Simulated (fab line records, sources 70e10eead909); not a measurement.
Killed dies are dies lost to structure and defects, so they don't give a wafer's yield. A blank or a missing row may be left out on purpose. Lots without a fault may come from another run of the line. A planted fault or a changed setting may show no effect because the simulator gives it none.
fab line records | flow nand_harc
record lots=24 wafers=72 last_day=24
route steps=1159 shown P_M2@339 P_BONDPAD@370 A_ZERO_WELL@405
lots that met no fault: from a run of the same line without faults
start_h: hours from the record's first day to the start of the lot's first wafer shown | wait_h: hours since the lot's step before | " the same as in the row above | L1.1+2: a row that stands for several wafers | - no value, or no start given | * or withheld: withheld | < > ~ a bound
route shown NAME@n: a module of which the file shows steps, and the number in the route of the first | usual: mean/standard deviation of fault-free wafers | same: alike in all rows | chamber/n: place in a boat | sites: the reading at each site | _std_site: their standard deviation | _edge_site: outer sites' mean less inner sites' | radius_mm: how far each site lies from the wafer's centre | mask NAME#n: copy n | behind: the tool/chamber that last shaped the wafer | hold: why the lot was held/for how many hours/how that ended | device: the transistor (n, p or np) that didn't switch | end of line: the same wafers' tests at the end of the route | a step without rows: its recipe alone | killed: dies lost to structure and defects at the first sort, not the wafer's yield | map: a wafer's dies, x killed, . not, _ none there
set.NAME: the setting as run; set.NAME@STEP: as run at that earlier step | model.NAME: the simulator's own value behind a step, which no gauge read
steps of the route over a sample of lots; a table a step, a row a wafer
services: from which hour (start_h, from the record's first day; less than 0 if before it) a tool's chamber was out of use, for how many hours, and why
## steps
# step NHARC_P_M2_PRE_CLEAN_30
# recipe time_s=30 temp_c=280 gas=H2/He
# usual heater_power_w=405/37
# columns lot.wafer tool chamber start_h wait_h heater_power_w
L075.1 pvd_sputter-01 - - - 404
L075.4 " - " " 387
L075.6 " - " " 445
L074.1 pvd_sputter-02 - - - 442
L074.2 " - " " 458
L074.4 " - " " 361
L077.4 pvd_sputter-01 - - - 399
L077.6 " - " " 344
L077.5 " - " " 405
L078.2 pvd_sputter-01 - - - 406
L078.4 " - " " 441
L078.6 " - " " 410
L076.4 pvd_sputter-02 - - - 446
L076.1 " - " " 346
L076.6 " - " " 453
L080.3 pvd_sputter-03 - - - 388
L080.4 " - " " 425
L080.6 " - " " 429
L079.3 pvd_sputter-02 - - - 366
L079.4 " - " " 457
L079.5 " - " " 359
L081.1 pvd_sputter-03 - - - 411
L081.4 " - " " 413
L081.5 " - " " 421
L082.1 pvd_sputter-03 - - - 432
L082.6 " - " " 414
L082.5 " - " " 424
L083.3 pvd_sputter-03 - - - 432
L083.4 " - " " 406
L083.5 " - " " 438
L085.2 pvd_sputter-02 - - - 366
L085.4 " - " " 452
L085.6 " - " " 360
L084.1 pvd_sputter-01 - - - 353
L084.4 " - " " 426
L084.5 " - " " 355
L087.2 pvd_sputter-02 - - - 478
L087.6 " - " " 454
L087.5 " - " " 460
L086.2 pvd_sputter-01 - - - 431
L086.6 " - " " 418
L086.5 " - " " 444
L088.4 pvd_sputter-03 - - - 412
L088.2 " - " " 385
L088.5 " - " " 406
L089.4 pvd_sputter-01 - - - 414
L089.1 " - " " 350
L089.5 " - " " 396
L090.2 pvd_sputter-02 - - - 462
L090.1 " - " " 352
L090.5 " - " " 468
L091.3 pvd_sputter-03 - - - 375
L091.4 " - " " 425
L091.5 " - " " 411
L093.3 pvd_sputter-01 - - - 403
L093.6 " - " " 360
L093.5 " - " " 432
L092.4 pvd_sputter-03 - - - 413
L092.3 " - " " 413
L092.6 " - " " 418
L094.2 pvd_sputter-02 - - - 350
L094.3 " - " " 442
L094.4 " - " " 483
L095.3 pvd_sputter-03 - - - 430
L095.4 " - " " 399
L095.6 " - " " 381
L096.3 pvd_sputter-02 - - - 473
L096.4 " - " " 356
L096.5 " - " " 466
L097.3 pvd_sputter-03 - - - 406
L097.5 " - " " 384
L097.6 " - " " 404
# step NHARC_P_M2_INSPECT_27
# usual raw_defect_count=298/100
# columns lot.wafer tool chamber start_h wait_h raw_defect_count
L075.1 defect_inspect-02 - 130.57 0.0 412
L075.4 " - " " 231
L075.6 " - " " 232
L074.1 defect_inspect-02 - 131.13 0.0 369
L074.2 " - " " 265
L074.4 " - " " 341
L077.4 defect_inspect-02 - 143.69 0.0 166
L077.5 " - " " 232
L077.6 " - " " 288
L078.2 defect_inspect-02 - 148.60 0.0 401
L078.4 " - " " 342
L078.6 " - " " 259
L076.1 defect_inspect-02 - 152.31 0.0 399
L076.4 " - " " 218
L076.6 " - " " 290
L080.3 defect_inspect-02 - 155.26 0.0 215
L080.4 " - " " 188
L080.6 " - " " 205
L079.3 defect_inspect-01 - 156.11 0.0 143
L079.4 " - " " 174
L079.5 " - " " 301
L081.1 defect_inspect-01 - 173.08 0.0 292
L081.4 " - " " 335
L081.5 " - " " 293
L082.1 defect_inspect-02 - 173.98 0.0 464
L082.5 " - " " 242
L082.6 " - " " 441
L083.3 defect_inspect-02 - 174.54 0.0 300
L083.4 " - " " 311
L083.5 " - " " 207
L085.2 defect_inspect-01 - 188.35 0.0 329
L085.4 " - " " 185
L085.6 " - " " 194
L084.1 defect_inspect-01 - 188.91 0.0 268
L084.4 " - " " 321
L084.5 " - " " 609
L087.2 defect_inspect-02 - 205.98 0.0 341
L087.5 " - " " 121
L087.6 " - " " 272
L086.2 defect_inspect-02 - 206.92 0.0 216
L086.5 " - " " 182
L086.6 " - " " 234
L088.2 defect_inspect-02 - 225.03 0.0 655
L088.4 " - " " 447
L088.5 " - " " 325
L089.1 defect_inspect-02 - 225.60 0.0 343
L089.4 " - " " 456
L089.5 " - " " 455
L090.1 defect_inspect-01 - 226.09 0.0 245
L090.2 " - " " 221
L090.5 " - " " 223
L091.3 defect_inspect-01 - 232.45 0.0 353
L091.4 " - " " 343
L091.5 " - " " 470
L093.3 defect_inspect-02 - 232.81 0.0 245
L093.5 " - " " 199
L093.6 " - " " 215
L092.3 defect_inspect-02 - 233.17 0.0 325
L092.4 " - " " 285
L092.6 " - " " 374
L094.2 defect_inspect-01 - 247.85 0.0 274
L094.3 " - " " 318
L094.4 " - " " 304
L095.3 defect_inspect-02 - 250.72 0.0 217
L095.4 " - " " 447
L095.6 " - " " 437
L096.3 defect_inspect-01 - 258.42 0.0 238
L096.4 " - " " 303
L096.5 " - " " 218
L097.3 defect_inspect-01 - 267.01 0.0 223
L097.5 " - " " 214
L097.6 " - " " 263
# step NHARC_P_BONDPAD_CD_MEAS_13
# usual cd_nm=500.3/2.1
# columns lot.wafer tool chamber start_h wait_h cd_nm
L075.1 cd_sem-01 - 132.80 - 501.1
L075.4 " - " " 499.8
L075.6 " - " " 495.3
L074.1 cd_sem-02 - 133.45 - 497.9
L074.2 " - " " 497.6
L074.4 " - " " 501.0
L077.4 cd_sem-03 - 146.01 - 498.3
L077.5 " - " " 503.0
L077.6 " - " " 501.0
L078.2 cd_sem-01 - 151.11 - 497.1
L078.4 " - " " 500.7
L078.6 " - " " 501.6
L076.1 cd_sem-03 - 154.52 - 503.1
L076.4 " - " " 505.3
L076.6 " - " " 500.8
L080.3 cd_sem-02 - 157.65 - 500.5
L080.4 " - " " 501.8
L080.6 " - " " 501.0
L079.3 cd_sem-01 - 158.50 - 502.7
L079.4 " - " " 501.0
L079.5 " - " " 498.2
L081.1 cd_sem-01 - 175.27 - 502.8
L081.4 " - " " 503.0
L081.5 " - " " 498.9
L082.1 cd_sem-03 - 176.16 - 500.1
L082.5 " - " " 501.4
L082.6 " - " " 502.7
L083.3 cd_sem-01 - 176.88 - 500.8
L083.4 " - " " 499.7
L083.5 " - " " 500.0
L085.2 cd_sem-02 - 190.65 - 501.6
L085.4 " - " " 500.3
L085.6 " - " " 499.0
L084.1 cd_sem-03 - 191.21 - 497.8
L084.4 " - " " 501.4
L084.5 " - " " 502.7
L087.2 cd_sem-02 - 208.42 - 502.2
L087.5 " - " " 500.5
L087.6 " - " " 498.5
L086.2 cd_sem-02 - 209.13 - 501.7
L086.5 " - " " 499.6
L086.6 " - " " 500.2
L088.2 cd_sem-01 - 227.33 - 501.9
L088.4 " - " " 500.9
L088.5 " - " " 496.7
L089.1 cd_sem-02 - 227.96 - 500.7
L089.4 " - " " 500.0
L089.5 " - " " 499.9
L090.1 cd_sem-03 - 228.41 - 501.0
L090.2 " - " " 502.0
L090.5 " - " " 500.5
L091.3 cd_sem-01 - 234.67 - 501.2
L091.4 " - " " 498.6
L091.5 " - " " 498.2
L093.3 cd_sem-03 - 235.19 - 500.7
L093.5 " - " " 493.8
L093.6 " - " " 499.3
L092.3 cd_sem-02 - 235.62 - 496.5
L092.4 " - " " 496.3
L092.6 " - " " 498.1
L094.2 cd_sem-03 - 250.18 - 501.7
L094.3 " - " " 501.2
L094.4 " - " " 500.0
L095.3 cd_sem-01 - 253.03 - 496.7
L095.4 " - " " 499.5
L095.6 " - " " 499.7
L096.3 cd_sem-01 - 261.12 - 501.9
L096.4 " - " " 499.6
L096.5 " - " " 496.7
L097.3 cd_sem-01 - 269.21 - 499.3
L097.5 " - " " 504.4
L097.6 " - " " 503.9
# step NHARC_P_BONDPAD_PVD_17
# recipe target_thk_a=50 bias_v=168.6 power_w=15000 chamber_pressure_pa=0.12 time_s=8.06 substrate_temp_c=50 material=TaN
# usual chamber_pressure_pa=0.12/0.00024 substrate_temp_c=50.01/0.11 throttle_valve_pct=30.2/1.4
# columns lot.wafer tool chamber start_h wait_h chamber_pressure_pa substrate_temp_c throttle_valve_pct
L075.1 pvd_sputter-01 - - - 0.12005 49.94 28.9
L075.4 " - " " 0.11964 50.09 31.4
L075.6 " - " " 0.11995 49.90 28.9
L074.4 pvd_sputter-03 - - - 0.11988 50.19 33.5
L074.1 " - " " 0.12016 50.10 30.8
L074.2 " - " " 0.11996 50.17 30.0
L077.4 pvd_sputter-03 - - - 0.11995 50.11 29.3
L077.5 " - " " 0.11939 50.14 29.3
L077.6 " - " " 0.11975 49.98 30.2
L078.2 pvd_sputter-03 - - - 0.11999 50.07 29.9
L078.4 " - " " 0.12015 49.99 31.1
L078.6 " - " " 0.12024 50.04 30.0
L076.1 pvd_sputter-01 - - - 0.12031 50.00 29.2
L076.4 " - " " 0.1199 50.10 26.8
L076.6 " - " " 0.12026 50.02 31.4
L080.3 pvd_sputter-03 - - - 0.11978 49.96 30.7
L080.4 " - " " 0.11971 49.95 30.1
L080.6 " - " " 0.12016 49.79 29.1
L079.4 pvd_sputter-03 - - - 0.11992 50.08 30.1
L079.3 " - " " 0.12053 50.04 33.2
L079.5 " - " " 0.11978 49.94 30.6
L081.1 pvd_sputter-03 - - - 0.1203 49.75 29.5
L081.4 " - " " 0.12037 50.10 30.3
L081.5 " - " " 0.12022 49.91 29.0
L082.1 pvd_sputter-02 - - - 0.11999 50.02 30.7
L082.6 " - " " 0.12005 50.01 30.7
L082.5 " - " " 0.12004 50.27 30.2
L083.3 pvd_sputter-01 - - - 0.12032 50.08 28.8
L083.4 " - " " 0.11999 50.07 29.7
L083.5 " - " " 0.11982 50.14 31.4
L085.2 pvd_sputter-03 - - - 0.12031 50.02 29.9
L085.4 " - " " 0.11997 49.90 30.6
L085.6 " - " " 0.11973 49.99 33.4
L084.1 pvd_sputter-01 - - - 0.12012 50.05 29.0
L084.4 " - " " 0.12019 50.02 29.9
L084.5 " - " " 0.12012 49.97 29.0
L087.2 pvd_sputter-01 - - - 0.11965 49.92 27.4
L087.6 " - " " 0.12017 50.11 28.8
L087.5 " - " " 0.11988 49.89 31.5
L086.2 pvd_sputter-02 - - - 0.12068 50.02 30.1
L086.6 " - " " 0.12012 50.17 30.0
L086.5 " - " " 0.11943 50.02 30.0
L088.2 pvd_sputter-01 - - - 0.11988 50.19 29.3
L088.4 " - " " 0.1199 49.97 31.6
L088.5 " - " " 0.12017 49.92 27.7
L089.1 pvd_sputter-03 - - - 0.12022 50.10 30.7
L089.4 " - " " 0.11998 50.07 29.3
L089.5 " - " " 0.12009 50.13 30.7
L090.2 pvd_sputter-02 - - - 0.11994 49.95 29.8
L090.1 " - " " 0.11984 49.95 30.6
L090.5 " - " " 0.12007 49.97 29.8
L091.4 pvd_sputter-01 - - - 0.12018 49.99 31.4
L091.3 " - " " 0.12017 49.95 27.4
L091.5 " - " " 0.11951 49.85 30.1
L093.3 pvd_sputter-02 - - - 0.12006 50.19 29.9
L093.6 " - " " 0.1198 50.18 30.9
L093.5 " - " " 0.12016 50.03 31.2
L092.3 pvd_sputter-02 - - - 0.12006 50.12 31.5
L092.4 " - " " 0.11991 49.84 30.2
L092.6 " - " " 0.12 50.09 29.7
L094.2 pvd_sputter-02 - - - 0.12027 50.00 31.4
L094.3 " - " " 0.12053 50.01 30.1
L094.4 " - " " 0.12008 50.05 30.5
L095.3 pvd_sputter-02 - - - 0.12006 50.03 31.3
L095.4 " - " " 0.11986 50.24 29.9
L095.6 " - " " 0.12008 50.11 30.4
L096.4 pvd_sputter-03 - - - 0.12014 49.97 30.8
L096.3 " - " " 0.11995 50.01 30.0
L096.5 " - " " 0.11957 49.90 29.3
L097.3 pvd_sputter-01 - - - 0.11976 50.12 29.9
L097.5 " - " " 0.11969 50.02 27.3
L097.6 " - " " 0.12056 49.99 28.9
# step NHARC_P_BONDPAD_CMP_19
# recipe t_overpolish_s=30 cu_recess_touch_s=16 target_thk_nm=160.81
# usual motor_current_A=12.4/1.2 overpolish_run_s=30.000/0.0092 pad_life_wafers=290/140
# columns lot.wafer tool chamber start_h wait_h motor_current_A overpolish_run_s pad_life_wafers
L075.1 cmp-01 3 134.57 - 13.6 29.989 289
L075.4 " 0 " " 10.6 29.986 290
L075.6 " 2 " " 13.5 30.005 -
L074.1 cmp-01 1 135.21 - 13.2 30.001 301
L074.4 " 2 " " 11.8 29.988 302
L074.2 " 3 " " 13.4 30.000 303
L077.4 cmp-04 3 147.82 - 13.0 29.976 241
L077.6 " 2 " " 14.1 29.994 -
L077.5 " 3 " " 13.4 30.005 -
L078.2 cmp-01 1 152.83 - 13.7 30.018 408
L078.4 " 0 " " 10.8 29.987 411
L078.6 " 1 " " 13.9 30.000 -
L076.1 cmp-04 1 156.34 - 11.3 30.004 288
L076.4 " 3 " " 13.3 30.004 290
L076.6 " 1 " " 11.4 30.000 -
L080.3 cmp-02 3 159.38 - 10.5 29.998 169
L080.4 " 0 " " 11.9 30.010 170
L080.6 " 2 " " 12.3 29.996 -
L079.3 cmp-01 1 160.23 - 13.4 29.994 456
L079.4 " 3 " " 13.9 30.016 458
L079.5 " 2 " " 12.4 29.995 -
L081.4 cmp-01 3 177.00 - 13.8 30.001 540
L081.1 " 0 " " 10.7 30.000 541
L081.5 " 0 " " 10.1 29.995 -
L082.1 cmp-01 3 177.92 - 13.1 30.007 547
L082.6 " 2 " " 12.8 29.999 -
L082.5 " 3 " " 14.2 30.003 -
L083.3 cmp-02 0 178.59 - 12.3 30.004 288
L083.4 " 1 " " 12.9 30.011 289
L083.5 " 0 " " 13.1 30.002 -
L085.2 cmp-02 3 192.39 - 10.1 30.001 343
L085.4 " 0 " " 12.9 29.998 344
L085.6 " 3 " " 10.5 30.007 -
L084.1 cmp-01 1 192.94 - 13.0 29.999 31
L084.4 " 2 " " 13.3 30.008 32
L084.5 " 0 " " 10.4 30.002 -
L087.2 cmp-02 0 210.41 - 12.3 29.992 445
L087.5 " 3 " " 9.6 30.004 -
L087.6 " 0 " " 13.5 29.991 -
L086.2 cmp-01 3 210.97 - 13.0 29.991 135
L086.6 " 0 " " 11.5 30.002 -
L086.5 " 1 " " 13.8 30.007 -
L088.4 cmp-01 1 229.08 - 13.2 30.002 258
L088.2 " 2 " " 12.8 30.004 259
L088.5 " 2 " " 12.5 30.005 -
L089.4 cmp-01 1 229.74 - 13.4 30.006 265
L089.1 " 2 " " 12.8 30.003 266
L089.5 " 1 " " 13.0 30.006 -
L090.2 cmp-04 3 230.29 - 13.2 30.006 150
L090.1 " 2 " " 13.7 30.017 153
L090.5 " 0 " " 11.9 30.002 -
L091.3 cmp-01 2 236.46 - 12.1 29.992 324
L091.4 " 0 " " 10.9 29.983 326
L091.5 " 3 " " 13.6 29.998 -
L093.3 cmp-02 3 236.94 - 10.8 30.016 49
L093.5 " 2 " " 12.4 29.994 -
L093.6 " 3 " " 10.1 29.983 -
L092.3 cmp-02 2 237.37 - 11.6 30.011 54
L092.4 " 3 " " 10.6 29.989 55
L092.6 " 2 " " 11.2 29.984 -
L094.3 cmp-02 1 251.93 - 12.9 29.999 162
L094.4 " 3 " " 10.3 29.989 164
L094.2 " 0 " " 13.2 30.010 165
L095.4 cmp-01 2 254.85 - 12.6 30.001 410
L095.3 " 3 " " 13.6 30.004 411
L095.6 " 1 " " 14.1 29.992 -
L096.4 cmp-01 0 262.87 - 10.5 30.003 414
L096.3 " 3 " " 13.4 30.010 417
L096.5 " 0 " " 10.6 30.012 -
L097.3 cmp-04 2 270.96 - 14.7 30.003 372
L097.5 " 2 " " 14.9 30.018 -
L097.6 " 3 " " 14.0 30.013 -
# step NHARC_A_ZERO_WELL_ETCH_13
# recipe target_depth_a=1200 time_s=40.1 hbr_flow_sccm=150 cl2_flow_sccm=50 rf_w=400 icp_w=400 bias_w=100 chemistry=HBr/Cl2
# usual drypump_motor_current_A=5.8/0.46 hbr_flow_sccm=150.0/0.46 oes_product_au=1.004/0.0095 throttle_valve_pct=26.405/0.0087
# columns lot.wafer tool chamber start_h wait_h drypump_motor_current_A hbr_flow_sccm oes_product_au rf_hours_counter_h throttle_valve_pct
L075.1 rie_si-02 1 136.65 - 6.3 150.7 1.002 0.6 26.407
L075.4 " 3 " " 5.0 150.1 0.981 0.6 26.401
L075.6 " 2 " " 6.3 149.9 1.001 - 26.400
L074.1 rie_si-06 0 137.43 - 5.6 149.9 1.007 1.0 26.396
L074.4 " 1 " " 6.5 150.2 1.000 1.0 26.410
L074.2 " 3 " " 5.6 150.0 0.996 0.9 26.415
L077.4 rie_si-03 3 150.00 - 5.4 149.8 1.000 1.1 26.399
L077.5 " 3 " " 5.4 150.1 1.011 - 26.404
L077.6 " 0 " " 5.7 150.3 0.990 - 26.420
L078.4 rie_si-03 1 154.99 - 6.1 150.2 1.003 1.0 26.421
L078.2 " 3 " " 5.5 150.6 0.999 1.2 26.399
L078.6 " 1 " " 6.2 151.0 1.000 - 26.393
L076.4 rie_si-06 1 158.53 - 6.5 149.6 1.006 1.2 26.398
L076.1 " 3 " " 5.6 151.2 1.006 1.1 26.404
L076.6 " 1 " " 6.5 150.4 1.001 - 26.395
L080.3 rie_si-06 0 161.62 - 5.6 149.7 1.003 1.2 26.415
L080.4 " 1 " " 6.5 150.0 1.000 1.3 26.412
L080.6 " 2 " " 5.5 148.7 0.999 - 26.412
L079.3 rie_si-02 0 162.53 - 5.3 150.0 1.021 0.8 26.402
L079.4 " 1 " " 6.3 150.1 1.005 0.9 26.405
L079.5 " 1 " " 6.2 150.3 1.005 - 26.399
L081.1 rie_si-02 2 179.08 - 6.3 149.8 0.997 1.0 26.418
L081.4 " 3 " " 5.0 150.4 0.994 - 26.406
L081.5 " 0 " " 5.3 149.6 1.011 - 26.398
L082.1 rie_si-03 2 180.09 - 6.3 148.9 1.000 0.0 26.410
L082.5 " 1 " " 6.2 150.5 1.002 - 26.386
L082.6 " 2 " " 6.3 150.5 0.999 - 26.416
L083.3 rie_si-06 0 180.73 - 5.6 150.4 1.011 1.3 26.401
L083.5 " 1 " " 6.5 149.5 1.006 - 26.407
L083.4 " 0 " " 5.6 150.0 1.016 - 26.413
L085.2 rie_si-03 2 194.58 - 6.3 150.0 0.997 0.2 26.401
L085.4 " 3 " " 5.4 150.4 0.997 0.1 26.402
L085.6 " 3 " " 5.4 150.2 0.994 - 26.417
L084.4 rie_si-02 0 195.14 - 5.3 150.2 1.009 1.1 26.395
L084.1 " 2 " " 6.3 150.3 1.009 1.3 26.406
L084.5 " 0 " " 5.4 150.2 1.012 - 26.394
L087.2 rie_si-06 0 212.64 - 5.6 149.5 1.001 0.1 26.411
L087.5 " 1 " " 6.5 149.9 0.997 - 26.405
L087.6 " 2 " " 5.5 149.7 1.000 - 26.398
L086.2 rie_si-03 2 213.13 - 6.3 150.2 1.001 0.4 26.394
L086.5 " 3 " " 5.4 150.3 1.010 - 26.418
L086.6 " 0 " " 5.8 150.7 1.002 - 26.397
L088.4 rie_si-03 3 231.19 - 5.5 150.4 1.002 0.4 26.395
L088.2 " 0 " " 5.8 148.5 1.001 0.4 26.402
L088.5 " 2 " " 6.3 149.8 0.997 - 26.401
L089.1 rie_si-06 3 231.82 - 5.6 150.8 1.017 0.3 26.404
L089.4 " 2 " " 5.4 149.4 1.002 0.3 26.391
L089.5 " 0 " " 5.6 150.5 1.004 - 26.408
L090.1 rie_si-02 3 232.55 - 5.0 150.2 1.000 0.2 26.398
L090.2 " 1 " " 6.2 149.8 1.020 0.1 26.396
L090.5 " 3 " " 5.0 150.0 0.996 - 26.414
L091.4 rie_si-02 0 238.66 - 5.3 149.9 1.011 0.2 26.419
L091.3 " 1 " " 6.2 150.1 1.011 0.1 26.411
L091.5 " 3 " " 5.0 150.7 0.992 - 26.398
L093.3 rie_si-03 1 239.20 - 6.1 150.0 1.000 0.6 26.398
L093.5 " 2 " " 6.3 150.2 1.002 - 26.404
L093.6 " 3 " " 5.4 150.1 0.999 - 26.419
L092.3 rie_si-06 1 239.66 - 6.5 149.9 0.995 0.3 26.399
L092.4 " 3 " " 5.6 150.1 1.006 0.3 26.422
L092.6 " 1 " " 6.5 150.3 0.990 - 26.402
L094.3 rie_si-03 3 254.19 - 5.4 149.7 1.007 0.6 26.411
L094.2 " 0 " " 5.7 149.6 0.995 0.6 26.405
L094.4 " 1 " " 6.1 149.7 0.982 0.7 26.409
L095.4 rie_si-06 3 257.02 - 5.6 150.7 1.012 0.4 26.404
L095.3 " 1 " " 6.5 149.7 0.982 0.4 26.400
L095.6 " 3 " " 5.6 151.1 1.011 - 26.415
L096.3 rie_si-06 3 265.08 - 5.6 149.8 1.020 0.5 26.405
L096.4 " 1 " " 6.5 150.0 0.997 0.5 26.395
L096.5 " 0 " " 5.6 150.4 1.006 - 26.409
L097.3 rie_si-02 3 273.12 - 5.0 149.4 1.006 0.5 26.416
L097.6 " 0 " " 5.3 149.6 1.024 - 26.420
L097.5 " 1 " " 6.3 150.0 1.017 - 26.411
## services
# columns tool chamber start_h hours kind
cmp-04 - 105.08 4.0 pm
cmp-02 - 128.50 4.0 pm
rie_si-02 2 149.14 3.0 repair
pvd_sputter-01 - 158.02 10.0 pm
rie_si-02 - 159.00 0.3 repair
rie_si-02 1 166.82 19.9 repair
rie_si-06 2 175.97 8.1 repair
cmp-01 - 179.75 4.0 pm
rie_si-06 - 183.00 9.0 pm
rie_si-06 0 183.00 9.0 vent_cycle
cmp-01 - 183.75 - consumable_replace:conditioner
cmp-01 - 183.75 - consumable_replace:pad
pvd_sputter-02 - 193.95 2.5 repair
cmp-04 - 203.08 4.0 pm
pvd_sputter-03 - 205.34 8.3 repair
rie_si-02 1 210.95 3.0 repair
rie_si-02 - 211.00 9.0 pm
pvd_sputter-02 - 214.03 10.0 pm
cmp-04 - 222.12 1.5 repair
cmp-02 - 226.50 4.0 pm
cmp-01 - 238.03 2.6 repair
cmp-01 - 255.70 7.1 repair
pvd_sputter-01 - 256.19 12.6 repair
cmp-04 - 264.94 0.4 repair
## key
fault none
